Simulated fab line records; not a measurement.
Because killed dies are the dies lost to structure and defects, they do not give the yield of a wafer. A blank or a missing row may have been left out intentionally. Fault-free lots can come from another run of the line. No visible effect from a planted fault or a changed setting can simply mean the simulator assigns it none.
The tool behind it: which one? | flow nandHarc | Sampling: 6 lots, 18 wafers, 3 of 1159 route steps

## WHAT THE GAUGES READ, wafer by wafer
NHARC_END_SORT_01.
lot  | measured     | on        | killedAtArray
L313 | day 20 12:23 | prober-02 | 28 22 33
L316 | day 21 07:46 | prober-02 | 666 674 675
L323 | day 22 13:37 | prober-02 | 28 29 26
L327 | day 24 12:34 | prober-02 | 35 35 36
L329 | day 25 21:22 | prober-02 | 25 24 25

## EACH LOT AND THE TOOL THAT RAN IT (in order: tool; ch and the chambers of the sampled wafers; start)
lot  | NHARC_A_CONTACT_DEP_29          | NHARC_A_CONTACT_ETCH_49
L313 | pecvd-01 ch 1,2, day 16 22:29   | rieDiel-06 ch 0,2,3, day 20 12:23 or earlier
L316 | pecvd-01 ch 0,1,2, day 18 06:07 | rieDiel-06 ch 0,1, day 21 07:46 or earlier
L323 | pecvd-04 ch 0,1, day 19 03:53   | rieDiel-13 ch 0,1,3, day 22 13:37 or earlier
L324 | pecvd-03 ch 1,2, day 19 23:06   | rieDiel-09 ch 0,3, no start
L327 | pecvd-03 ch 0,1, day 20 07:25   | rieDiel-06 ch 0,1,3, day 24 12:34 or earlier
L329 | pecvd-01 ch 0,1, day 21 16:05   | rieDiel-09 ch 0,1,2, day 25 21:22 or earlier
- NHARC_A_CONTACT_DEP_29: deposits SiON, target thk 70 nm.
- NHARC_A_CONTACT_ETCH_49: etches the open film in N2/H2, target depth 260 nm, time 475.3 s.

## THE ANSWER, worked out from the rows above alone
Rule: the lots themselves supply what counts as usual. Put in order of their means at a reading, lots are off if they are a third of the lots or fewer, leave a main group of 4 or more, and stand apart from it by a gap of 3 or more times the standard deviation of the main group's means; of several such gaps the widest counts. Not used: any main group whose means are identical at the precision the tables above print for the reading. Also off: a lot with no number at a reading for which 4 or more lots have one. Where the step has rows for the other lots, those lots are counted as sound.
Off at NHARC_END_SORT_01 (killedAtArray): L316. Mean 29 and standard deviation 3.9 in the main group. Neither off nor sound, because the step has no rows for them: L324.
A tool fits if, at a process step before that reading, it ran every lot that is off, and no sound lot after the first of them. The gauges at NHARC_END_SORT_01 are tried like those tools. With no start given for some of its lots, NHARC_A_CONTACT_ETCH_49 uses the hours and lot order of NHARC_END_SORT_01. Not one of the candidates tried fits.

## WHAT HAD BEEN PUT IN BY THE SIMULATOR
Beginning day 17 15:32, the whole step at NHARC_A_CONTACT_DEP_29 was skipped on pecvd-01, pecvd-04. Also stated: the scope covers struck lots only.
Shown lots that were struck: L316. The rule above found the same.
